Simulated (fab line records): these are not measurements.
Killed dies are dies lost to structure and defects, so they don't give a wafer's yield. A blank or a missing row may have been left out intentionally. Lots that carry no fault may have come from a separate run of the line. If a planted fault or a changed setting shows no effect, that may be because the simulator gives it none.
Which tool is to blame? + flow nand-harc + 13 lots with 39 wafers sampled at 6 steps, on a route of 1159 steps

WHAT THE GAUGES SHOWED, per wafer
NHARC_P_STI_CD_MEAS_16. Usual: cd-nm reads 200.4 nm (standard deviation 2.4).
| lot  | measured    | on        | cd-nm (nm)        | flag |
|------|-------------|-----------|-------------------|------|
| L858 | day 2 09:22 | cd-sem-02 | 204.3 198.8 205.2 |      |
| L861 | day 3 08:28 | cd-sem-03 | 199.3 201.7 196.6 |      |
| L863 | day 3 17:23 | cd-sem-02 | 203.4 202.1 204.5 |      |
| L864 | day 3 23:34 | cd-sem-01 | 201.7 200.6 201.8 |      |
| L866 | day 4 12:58 | cd-sem-03 | 205.4 204.5 204.6 |      |
| L868 | day 5 00:35 | cd-sem-02 | 202.9 204.3 203.0 |      |
| L873 | day 6 06:43 | cd-sem-02 | 199.6 198.1 200.4 |      |
| L874 | day 6 12:22 | cd-sem-03 | 202.7 200.9 199.8 |      |
| L875 | day 6 18:50 | cd-sem-03 | 200.1 199.1 203.0 |      |
| L876 | day 6 23:51 | cd-sem-02 | 196.8 200.5 200.6 |      |
| L879 | day 7 17:19 | cd-sem-01 | 197.3 194.8 198.3 |      |
| L880 | day 8 01:56 | cd-sem-02 | 198.5 196.9 196.2 |      |
| L881 | day 8 02:06 | cd-sem-01 | 201.5 197.6 201.5 |      |

NHARC_P_GATE_INSPECT_28. Usual: raw-defect-count reads 6.4 (standard deviation 2.7).
| lot  | measured     | on                | raw-defect-count              | flag |
|------|--------------|-------------------|-------------------------------|------|
| L858 | day 4 11:05  | defect-inspect-02 | 12 10 10                      |      |
| L861 | day 5 13:12  | defect-inspect-01 | 6 4 2                         |      |
| L863 | day 6 01:23  | defect-inspect-01 | 6 7 7                         |      |
| L864 | day 6 06:58  | defect-inspect-02 | 6 6 7                         |      |
| L866 | day 6 20:38  | defect-inspect-02 | 1 8 7                         |      |
| L868 | day 7 05:27  | defect-inspect-01 | 6 6 15                        |      |
| L873 | day 8 10:46  | defect-inspect-01 | 9 8 11                        |      |
| L874 | day 8 21:25  | defect-inspect-01 | 1271 1308 1278 1271 1331 1284 | OFF  |
| L875 | day 8 22:35  | defect-inspect-01 | 1285 1214 1233 1297 1213 1238 | OFF  |
| L876 | day 8 22:06  | defect-inspect-02 | 1342 1322 1298 1350 1333 1322 | OFF  |
| L879 | day 10 02:07 | defect-inspect-02 | 8 3 9                         |      |
| L880 | day 10 02:38 | defect-inspect-01 | 10 3 6                        |      |
| L881 | day 10 02:16 | defect-inspect-01 | 6 5 3                         |      |

NHARC_END_SORT_01. Usual: defect-limited-yield 95.4 %, standard deviation 1.7; killed-at-array 27, standard deviation 11; killed-at-other 0.6, standard deviation 0.89; killed-at-periphery 3.0, standard deviation 2.4; killed-dies 31, standard deviation 12; killed-open 3.2, standard deviation 1.6; killed-short 2.0, standard deviation 1.5; sort_bin_2_pct 1.5 %, standard deviation 0.69; sort_bin_3_pct 0.23 %, standard deviation 0.22; sort_bin_4_pct 2.9 %, standard deviation 1.1; sort-n-pass 646, standard deviation 12; sort-rim-yield-pct 94 %, standard deviation 3.3; sort-yield-pct 95.4 %, standard deviation 1.7.
| lot  | measured     | on        | defect-limited-yield (%) | killed-at-array | killed-at-other | killed-at-periphery | killed-dies | killed-open | killed-short | sort_bin_2_pct (%) | sort_bin_3_pct (%) | sort_bin_4_pct (%) | sort-n-pass | sort-rim-yield-pct (%) | sort-yield-pct (%) | flag |
|------|--------------|-----------|--------------------------|-----------------|-----------------|---------------------|-------------|-------------|--------------|--------------------|--------------------|--------------------|-------------|------------------------|--------------------|------|
| L866 | day 21 09:57 | prober-01 | 97.3 96.9 97.8           | 15 16 12        | 1 0 1           | 2 5 2               | 18 21 15    | 2 3 4       | 2 3 1        | 0.9 1.2 0.6        | 0 0.15 0           | 1.8 1.8 1.6        | 659 656 662 | 97 93 97               | 97.3 96.9 97.8     |      |
| L879 | day 24 11:31 | prober-01 | 95.3 93.5 94.1           | 26 36 35        | 1 0 2           | 5 8 3               | 32 44 40    | 2 3 1       | 2 0 2        | 2.4 1.8 2.1        | 0.59 0.30 0.44     | 1.8 4.4 3.4        | 645 633 637 | 90 86 90               | 95.3 93.5 94.1     |      |

TOOL THAT RAN EACH LOT (tool first, then ch and the chambers of the sampled wafers, then the start)
| lot  | NHARC_P_STI_DESCUM_14             | NHARC_P_GATE_OXIDE_16        | NHARC_P_GATE_STRIP_101             |
|------|-----------------------------------|------------------------------|------------------------------------|
| L858 | rie-diel-01 ch 0,2, day 2 08:53   | furnace-07 ch 0, day 3 23:31 | rie-diel-05 ch 0,1,2, day 4 22:02  |
| L861 | rie-diel-01 ch 0,2,3, day 3 07:57 | furnace-05 ch 0, day 5 03:05 | rie-diel-05 ch 0,2, day 6 00:17    |
| L863 | rie-diel-01 ch 1,2,3, day 3 16:58 | furnace-01 ch 0, day 5 13:53 | rie-diel-02 ch 0,2, day 6 12:30    |
| L864 | rie-diel-08 ch 1,3, day 3 23:07   | furnace-05 ch 0, day 5 20:41 | rie-diel-02 ch 0,1,3, day 6 18:23  |
| L866 | rie-diel-01 ch 0,1,2, day 4 12:29 | furnace-01 ch 0, day 6 07:18 | rie-diel-13 ch 1,2,3, day 7 08:30  |
| L868 | rie-diel-01 ch 1,2, day 5 00:07   | furnace-07 ch 0, day 6 19:08 | rie-diel-05 ch 0,2,3, day 7 16:51  |
| L873 | rie-diel-03 ch 0,1, day 6 06:17   | furnace-01 ch 0, day 7 22:36 | rie-diel-05 ch 0,1,2, day 8 22:04  |
| L874 | rie-diel-01 ch 0,1,2, day 6 11:55 | furnace-07 ch 0, day 8 09:10 | -                                  |
| L875 | rie-diel-03 ch 1,3, day 6 18:24   | furnace-07 ch 0, day 8 09:10 | -                                  |
| L876 | rie-diel-03 ch 0,2,3, day 6 23:25 | furnace-07 ch 0, day 8 09:10 | -                                  |
| L879 | rie-diel-08 ch 0,2, day 7 16:52   | furnace-01 ch 0, day 9 15:46 | rie-diel-02 ch 0,1,2, day 10 13:13 |
| L880 | rie-diel-08 ch 0,2,3, day 8 01:29 | furnace-01 ch 0, day 9 15:46 | rie-diel-05 ch 0,1, day 10 13:40   |
| L881 | rie-diel-01 ch 0,2, day 8 01:39   | furnace-01 ch 0, day 9 15:46 | rie-diel-02 ch 0,1,3, day 10 13:11 |
- NHARC_P_STI_DESCUM_14: chemistry O2, time 3 s.
- NHARC_P_GATE_OXIDE_16: material SiO2, target thk 3 nm, ox time 392 s.
- NHARC_P_GATE_STRIP_101: strips in O2, time 20 s.

WHAT THE TOOLS THEMSELVES READ (means of the sampled wafers that have a number; where no wafer has one, the mark that the record gives instead)
NHARC_P_STI_DESCUM_14. Usual: drypump-motor-current-A 5.7 A, standard deviation 0.41; oes-product-au 1.004 a.u., standard deviation 0.0074; rf-vpp-V 57.8 V, standard deviation 0.8; showerhead-plenum-p-Torr 1.91 Torr, standard deviation 0.086; throttle-valve-pct 11.311 %, standard deviation 0.0091.
| lot  | tool        | drypump-motor-current-A (A) | oes-product-au (a.u.) | rf-vpp-V (V) | showerhead-plenum-p-Torr (Torr) | throttle-valve-pct (%) | flag |
|------|-------------|-----------------------------|-----------------------|--------------|---------------------------------|------------------------|------|
| L858 | rie-diel-01 | 5.2                         | 1.010                 | 57.9         | 1.98                            | 11.305                 |      |
| L861 | rie-diel-01 | 5.5                         | 1.007                 | 57.5         | 1.91                            | 11.314                 |      |
| L863 | rie-diel-01 | 5.7                         | 1.008                 | 57.8         | 1.86                            | 11.319                 |      |
| L864 | rie-diel-08 | 5.5                         | 1.005                 | 57.8         | 1.99                            | 11.303                 |      |
| L866 | rie-diel-01 | 5.4                         | 1.005                 | 58.0         | 1.93                            | 11.317                 |      |
| L868 | rie-diel-01 | 5.3                         | 1.009                 | 57.5         | 1.90                            | 11.319                 |      |
| L873 | rie-diel-03 | 5.5                         | 1.002                 | 57.8         | 1.95                            | 11.308                 |      |
| L874 | rie-diel-01 | 5.4                         | 1.013                 | 57.6         | 1.93                            | 11.305                 |      |
| L875 | rie-diel-03 | 5.7                         | 1.010                 | 57.8         | 1.99                            | 11.317                 |      |
| L876 | rie-diel-03 | 5.4                         | 1.001                 | 57.4         | 1.88                            | 11.320                 |      |
| L879 | rie-diel-08 | 6.1                         | 1.004                 | 57.3         | 1.84                            | 11.311                 |      |
| L880 | rie-diel-08 | 5.9                         | 0.999                 | 57.9         | 1.93                            | 11.303                 |      |
| L881 | rie-diel-01 | 5.2                         | 1.013                 | 57.6         | 1.98                            | 11.310                 |      |

NHARC_P_GATE_STRIP_101. Usual: drypump-motor-current-A 5.9 A, standard deviation 0.43; oes-product-au 1.000 a.u., standard deviation 0.0091; rf-vpp-V 57.6 V, standard deviation 0.96; showerhead-plenum-p-Torr 3.50 Torr, standard deviation 0.15; throttle-valve-pct 17.036 %, standard deviation 0.0097.
| lot  | tool        | drypump-motor-current-A (A) | oes-product-au (a.u.) | rf-vpp-V (V) | showerhead-plenum-p-Torr (Torr) | throttle-valve-pct (%) | flag |
|------|-------------|-----------------------------|-----------------------|--------------|---------------------------------|------------------------|------|
| L858 | rie-diel-05 | 5.9                         | 1.000                 | 56.6         | 3.36                            | 17.033                 |      |
| L861 | rie-diel-05 | 6.4                         | 0.998                 | 57.6         | 3.37                            | 17.028                 |      |
| L863 | rie-diel-02 | 5.7                         | 1.002                 | 57.7         | 3.59                            | 17.036                 |      |
| L864 | rie-diel-02 | 6.1                         | 1.002                 | 58.8         | 3.51                            | 17.040                 |      |
| L866 | rie-diel-13 | 5.7                         | 1.006                 | 58.3         | 3.53                            | 17.016                 |      |
| L868 | rie-diel-05 | 6.1                         | 0.995                 | 57.9         | 3.47                            | 17.044                 |      |
| L873 | rie-diel-05 | 5.9                         | 1.002                 | 57.2         | 3.35                            | 17.042                 |      |
| L879 | rie-diel-02 | 5.9                         | 1.005                 | 56.6         | 3.52                            | 17.041                 |      |
| L880 | rie-diel-05 | 5.7                         | 1.003                 | 56.7         | 3.33                            | 17.035                 |      |
| L881 | rie-diel-02 | 6.1                         | 1.004                 | 57.6         | 3.50                            | 17.038                 |      |

THE ANSWER, worked out from the rows above alone
Rule: a lot is off if the mean of its wafers that have a number lies more than 3 standard deviations from the usual mean. Also off: a lot with no number at a reading for which 4 or more lots have one. All remaining lots with rows at the step are treated as sound. After the gauges, taken in route order, come the tools' own readings; for these a lot's mean is taken, as printed above. The first step at which some lot is off is used, and at that step the reading that is off furthest; a lot without a number counts as furthest.
Off: L874, L875, L876, at NHARC_P_GATE_INSPECT_28 (raw-defect-count).
A tool fits if, at a process step before that reading, it ran every lot that is off, and no sound lot after the first of them. Gauges at NHARC_P_GATE_INSPECT_28: tried the same way as those tools. One candidate fits, namely furnace-07 at NHARC_P_GATE_OXIDE_16. Its last sound lot is L868 (day 6 19:08), its first lot that is off L874 (day 8 09:10): a fault that began between those two fits.

WHAT THE SIMULATOR HAD INSERTED
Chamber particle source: furnace-07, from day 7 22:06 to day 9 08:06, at NHARC_P_GATE_OXIDE_16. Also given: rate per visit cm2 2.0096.
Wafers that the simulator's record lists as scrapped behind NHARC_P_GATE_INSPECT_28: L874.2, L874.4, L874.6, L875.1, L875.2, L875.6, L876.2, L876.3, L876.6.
Shown lots that were struck: L874, L875, L876. The rule above found the same.
